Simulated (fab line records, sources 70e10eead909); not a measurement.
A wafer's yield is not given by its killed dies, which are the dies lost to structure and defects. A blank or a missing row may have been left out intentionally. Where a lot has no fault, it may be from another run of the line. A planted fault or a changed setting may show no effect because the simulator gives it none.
The tool behind it: which one?    flow nand-harc    6 lots, 18 wafers sampled, at 4 steps of a route of 1302

WHAT THE GAUGES SHOWED, per wafer
NHARC_A_ONON_D1_THK_MEAS_27: measures by ellipsometry.
lot   measured      on             thk-nm (nm)
L568  day 8 07:14   film-metro-01  1002 1001 1001
L571  day 9 18:15   film-metro-01  1009 1007 1007
L580  day 13 15:06  film-metro-02  925 926 927
L582  day 14 08:23  film-metro-01  1002 1000 1002
L585  day 15 18:16  film-metro-01  1007 1008 1007
L590  day 17 22:19  film-metro-02  1011 1012 1011

TOOL THAT RAN EACH LOT (tool first, then ch and the chambers of the sampled wafers, then the start)
lot   NHARC_P_BONDPAD_ACTIVATE_29         NHARC_A_ZERO_WELL_DESCUM_12         NHARC_A_ONON_D1_DEP_25
L568  rie-diel-05 ch 0,1,2, day 6 22:52   rie-diel-06 ch 0,1,3, day 7 00:20   pecvd-onon-03 ch 0, day 8 06:44
L571  rie-diel-01 ch 2,3, day 8 08:20     rie-diel-06 ch 1,3, day 8 09:38     pecvd-onon-03 ch 0, day 9 17:51
L580  rie-diel-07 ch 0,2,3, day 12 02:31  rie-diel-06 ch 2,3, day 12 03:55    pecvd-onon-03 ch 0, day 13 14:39
L582  rie-diel-05 ch 1,2,3, day 12 19:58  rie-diel-06 ch 0,1,3, day 12 21:15  pecvd-onon-02 ch 0, day 14 08:00
L585  rie-diel-01 ch 0,3, day 14 04:20    rie-diel-06 ch 0,2,3, day 14 05:44  pecvd-onon-04 ch 0, day 15 17:52
L590  rie-diel-01 ch 0,1,2, day 16 07:41  rie-diel-06 ch 0,1,3, day 16 08:59  pecvd-onon-02 ch 0, day 17 21:48
- NHARC_P_BONDPAD_ACTIVATE_29: chemistry N2, time 60 s.
- NHARC_A_ZERO_WELL_DESCUM_12: chemistry O2, time 3 s.
- NHARC_A_ONON_D1_DEP_25: target thk 1000 nm.

THE ANSWER, worked out from the rows above alone
Rule: what is usual is taken from the lots themselves. The widest of any qualifying gaps counts: lots, ordered by their means at a reading, are off when they make up no more than a third of the lots, leave a main group of 4 or more, and stand apart from it by 3 or more times the standard deviation of that group's means. A main group is skipped when, at the precision printed for the reading in the tables above, its means are all equal. Also off: a lot with no number at a reading for which 4 or more lots have one. All remaining lots with rows at the step are treated as sound.
Off: L580, at NHARC_A_ONON_D1_THK_MEAS_27 (thk-nm). Main group: mean 1006 nm, sd 3.9.
If a tool, at a process step before that reading, ran all the lots that are off and no sound lot after the first of them, it fits. Those tools and the gauges at NHARC_A_ONON_D1_THK_MEAS_27 are tried in the same way. Undecided on this evidence; 2 tools fit (rie-diel-07 at NHARC_P_BONDPAD_ACTIVATE_29, pecvd-onon-03 at NHARC_A_ONON_D1_DEP_25).

WHAT WAS PUT IN BY THE SIMULATOR
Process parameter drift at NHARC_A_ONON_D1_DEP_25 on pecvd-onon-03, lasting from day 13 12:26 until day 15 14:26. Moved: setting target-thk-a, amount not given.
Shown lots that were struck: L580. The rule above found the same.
